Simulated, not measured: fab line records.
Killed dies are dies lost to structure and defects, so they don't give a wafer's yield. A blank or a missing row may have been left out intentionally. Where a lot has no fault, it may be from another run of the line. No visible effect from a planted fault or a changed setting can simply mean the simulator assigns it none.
Matching of chambers :: flow nand harc :: NHARC_A_WL_FILL_ALD_02 on ald metal-03: 4 sister chambers
The step deposits TiN, target thk 2 nm, pulse time 3 s, ald cycles 100. 16 wafers are shown with their chamber, then 8 later ones without.

## WAFERS, EACH WITH ITS CHAMBER
wafer: L080.1
chamber: 2
heater power w (W): 976
precursor pulse height rel: 0.989

wafer: L080.4
chamber: 3
heater power w (W): 974
precursor pulse height rel: 1.008

wafer: L080.6
chamber: 0
heater power w (W): 1086
precursor pulse height rel: 0.983

wafer: L081.1
chamber: 2
heater power w (W): 963
precursor pulse height rel: 1.005

wafer: L081.4
chamber: 1
heater power w (W): 1218
precursor pulse height rel: 1.009

wafer: L081.5
chamber: 1
heater power w (W): 1234
precursor pulse height rel: 0.978

wafer: L084.1
chamber: 3
heater power w (W): 990
precursor pulse height rel: 1.024

wafer: L084.3
chamber: 2
heater power w (W): 981
precursor pulse height rel: 1.020

wafer: L084.6
chamber: 2
heater power w (W): 973
precursor pulse height rel: 0.984

wafer: L086.1
chamber: 0
heater power w (W): 1075
precursor pulse height rel: 1.006

wafer: L086.2
chamber: 1
heater power w (W): 1201
precursor pulse height rel: 0.985

wafer: L086.3
chamber: 2
heater power w (W): 1012
precursor pulse height rel: 1.004

wafer: L090.1
chamber: 3
heater power w (W): 961
precursor pulse height rel: 1.004

wafer: L090.2
chamber: 1
heater power w (W): 1209
precursor pulse height rel: 1.006

wafer: L090.5
chamber: 3
heater power w (W): 971
precursor pulse height rel: 0.992

wafer: L091.2
chamber: 0
heater power w (W): 1111
precursor pulse height rel: 0.998

SIGNATURES (averages over the wafers above)
reading: heater power w
chamber 0: 1090.67
chamber 1: 1215.50
chamber 2: 981.00
chamber 3: 974.00
scatter within a chamber: 16

reading: precursor pulse height rel
chamber 0: 0.99567
chamber 1: 0.99450
chamber 2: 1.00040
chamber 3: 1.00700
scatter within a chamber: 0.0139
Rule: a wafer's distance from a chamber is the root of the sum, over the readings, of the square of ((its reading less the chamber's mean) divided by the reading's scatter). If the next closest chamber is less than 2 further off than the closest, the wafer can't be placed; otherwise it belongs to the closest. The scatter is the square root of a quotient: the sum, over the shown wafers, of each reading's squared deviation from its chamber's mean, divided by wafers minus chambers.

## WAFERS WITH NO CHAMBER GIVEN
wafer: L091.4
heater power w (W): 990
precursor pulse height rel: 1.007

wafer: L091.6
heater power w (W): 1215
precursor pulse height rel: 1.001

wafer: L095.1
heater power w (W): 976
precursor pulse height rel: 1.006

wafer: L095.2
heater power w (W): 994
precursor pulse height rel: 0.981

wafer: L095.5
heater power w (W): 981
precursor pulse height rel: 1.000

wafer: L097.1
heater power w (W): 1209
precursor pulse height rel: 0.993

wafer: L097.4
heater power w (W): 1075
precursor pulse height rel: 0.981

wafer: L097.6
heater power w (W): 1002
precursor pulse height rel: 1.043

## CHAMBER TAKEN BY EACH
wafer: L091.4
from the rows above: can't be placed: 2 or 3
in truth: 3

wafer: L091.6
from the rows above: 1
in truth: 1

wafer: L095.1
from the rows above: can't be placed: 3 or 2
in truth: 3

wafer: L095.2
from the rows above: can't be placed: 2 or 3
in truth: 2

wafer: L095.5
from the rows above: can't be placed: 2 or 3
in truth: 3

wafer: L097.1
from the rows above: 1
in truth: 1

wafer: L097.4
from the rows above: 0
in truth: 0

wafer: L097.6
from the rows above: can't be placed: 3 or 2
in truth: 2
3 of 8 placed correctly. Cannot be placed on the basis of these rows: 5; the candidates contain the true chamber in 5. Placed wrongly: 0.
